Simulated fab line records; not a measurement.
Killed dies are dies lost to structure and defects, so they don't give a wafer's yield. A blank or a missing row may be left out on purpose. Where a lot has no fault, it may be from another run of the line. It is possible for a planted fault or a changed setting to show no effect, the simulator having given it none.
Problem report, 8D (eight disciplines) form, completed by code || flow n5Finfet || the parts of the form that need people (team, actions taken, sign-off) are left out

1. WHAT WENT WRONG
VT_N_LONG at N5_BEOL_M4_RC_MEAS_101 reads a mean of 441.3 mV on 6 wafers of 2 lots; wafers without a fault read 275.2 mV with a standard deviation of 1.9. Measured from the usual mean, that is +87 standard deviations.
Earliest sighting: wafer L311.3 on prober-01 at day 11 16:36. The record has a number at this step for 24 wafers belonging to 8 lots. Rule for "out" (also "out of limits"): further than 4 standard deviations from the usual mean. All remaining wafers that have a number are taken as sound.

2. WHAT IT IS, AND WHAT IT ISN'T
{"question": "which readings at this step", "is": "VT_N_LONG, IOFF_N, IOFF_N_85C, IOFF_N_LIN, IOFF_N_LONG, IOFF_P, IOFF_P_85C, IOFF_P_LIN, IOFF_P_LONG, ION_N, ION_P, VT_N, VT_N_LVT, VT_P, VT_P_LONG, VT_P_LVT", "is not": "SS_P"}
{"question": "which lots", "is": "L310, L311", "is not": "L298, L301, L306, L312, L316, L321"}
{"question": "which wafers of those lots", "is": "all that have a number", "is not": "-"}
{"question": "read on which gauges", "is": "prober-01", "is not": "prober-02"}
{"question": "when", "is": "from day 11 16:36", "is not": "up to then (9 sound wafers); but 9 sound wafers of L312, L316, L321 came after"}

3. WHAT RULES OUT EACH SUSPECT
Counting: a tool stays on the suspect list if, at a process step up to the reading, it processed all lots that are out and no sound lot following the first of them.
- the gauge at N5_BEOL_M4_RC_MEAS_101: kept. All the wafers that are out were read on prober-01, and no step on other tools shows them out.
- aldMetal-02 at N5_HKMG_FIN_NWFM_ALD_20 (deposits TiAlC, target thk 2 nm, pulse time 3 s, purge time 2 s): kept. It ran every lot that is out, first L310 (day 7 05:41), and no sound lot after that; its last sound lot up to then is L306 (day 6 06:22).
What counting leaves: aldMetal-02 at N5_HKMG_FIN_NWFM_ALD_20 and prober-01 at N5_BEOL_M4_RC_MEAS_101.

4. THE CAUSE (what the simulator had put in)
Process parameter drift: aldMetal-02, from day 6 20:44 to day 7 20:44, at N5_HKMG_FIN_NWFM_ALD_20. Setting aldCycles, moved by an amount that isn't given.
Of the 2 suspects that counting leaves, this tool is one.

5. SEQUENCE OF EFFECTS, ordered by route
Each row: a reading where the mean over the struck wafers with a number is more than 3 standard deviations away from the usual. Scope: only readings with a usual standard deviation given in the record; hours: median across lots of the time from each lot's start at the first step in this table that gives one to its start at this step; sigmas: change in usual standard deviations.
{"hours": 0, "step": "N5_BEOL_M4_RC_MEAS_101", "reading": "IOFF_N", "usual": "0.154 nA/um", "on struck wafers": 0.000, "change": -0.154, "sigmas": -7.0}
{"hours": 0, "step": "N5_BEOL_M4_RC_MEAS_101", "reading": "IOFF_N_85C", "usual": "3.0 nA/um", "on struck wafers": 0.0, "change": -3.0, "sigmas": -8.3}
{"hours": 0, "step": "N5_BEOL_M4_RC_MEAS_101", "reading": "IOFF_N_LIN", "usual": "0.072 nA/um", "on struck wafers": 0.000, "change": -0.072, "sigmas": -8.2}
{"hours": 0, "step": "N5_BEOL_M4_RC_MEAS_101", "reading": "IOFF_N_LONG", "usual": "5.47e-05 nA/um", "on struck wafers": 2.71e-05, "change": -2.77e-05, "sigmas": -11}
{"hours": 0, "step": "N5_BEOL_M4_RC_MEAS_101", "reading": "IOFF_P", "usual": "0.201 nA/um", "on struck wafers": 1.034, "change": "+0.833", "sigmas": "+35"}
{"hours": 0, "step": "N5_BEOL_M4_RC_MEAS_101", "reading": "IOFF_P_85C", "usual": "3.5 nA/um", "on struck wafers": 13.8, "change": "+10.3", "sigmas": "+29"}
{"hours": 0, "step": "N5_BEOL_M4_RC_MEAS_101", "reading": "IOFF_P_LIN", "usual": "0.096 nA/um", "on struck wafers": 0.499, "change": "+0.403", "sigmas": "+43"}
{"hours": 0, "step": "N5_BEOL_M4_RC_MEAS_101", "reading": "IOFF_P_LONG", "usual": "0.000102 nA/um", "on struck wafers": 0.000494, "change": "+0.000392", "sigmas": "+52"}
{"hours": 0, "step": "N5_BEOL_M4_RC_MEAS_101", "reading": "ION_N", "usual": "675 uA/um", "on struck wafers": 317, "change": -358, "sigmas": -40}
{"hours": 0, "step": "N5_BEOL_M4_RC_MEAS_101", "reading": "ION_P", "usual": "462 uA/um", "on struck wafers": 533, "change": "+71", "sigmas": "+12"}
{"hours": 0, "step": "N5_BEOL_M4_RC_MEAS_101", "reading": "VT_N", "usual": "250.0 mV", "on struck wafers": 417.9, "change": "+167.9", "sigmas": "+62"}
{"hours": 0, "step": "N5_BEOL_M4_RC_MEAS_101", "reading": "VT_N_LONG", "usual": "275.2 mV", "on struck wafers": 441.3, "change": "+166.1", "sigmas": "+87"}
{"hours": 0, "step": "N5_BEOL_M4_RC_MEAS_101", "reading": "VT_N_LVT", "usual": "98.5 mV", "on struck wafers": 264.8, "change": "+166.2", "sigmas": "+59"}
{"hours": 0, "step": "N5_BEOL_M4_RC_MEAS_101", "reading": "VT_P", "usual": "-251.3 mV", "on struck wafers": -204.0, "change": "+47.3", "sigmas": "+18"}
{"hours": 0, "step": "N5_BEOL_M4_RC_MEAS_101", "reading": "VT_P_LONG", "usual": "-276.1 mV", "on struck wafers": -224.8, "change": "+51.3", "sigmas": "+18"}
{"hours": 0, "step": "N5_BEOL_M4_RC_MEAS_101", "reading": "VT_P_LVT", "usual": "-99.6 mV", "on struck wafers": -51.4, "change": "+48.2", "sigmas": "+25"}
{"hours": 106, "step": "N5_PASSIVATION_PROBE_49", "reading": "sortNPass", "usual": 1072, "on struck wafers": 0, "change": -1072, "sigmas": -67}
{"hours": 106, "step": "N5_PASSIVATION_PROBE_49", "reading": "sortYieldPct", "usual": "90.9 %", "on struck wafers": 0.0, "change": -90.9, "sigmas": -70}
The process steps in it:
- N5_PASSIVATION_PROBE_49

6. WHAT WOULD HAVE CAUGHT IT SOONER
116 hours passed between the start of the fault at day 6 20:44 and the first reading out of limits at a measuring or inspecting step in this record, taken at day 11 16:36.
No tool reading at N5_HKMG_FIN_NWFM_ALD_20 that has a usual standard deviation in the record was out on any struck wafer, so an alarm limit of 4 standard deviations on those readings would not have fired.
All the lots that are out (2) had begun N5_HKMG_FIN_NWFM_ALD_20 on aldMetal-02 by day 11 16:36. None of them would have been spared by holding the tool at that moment.
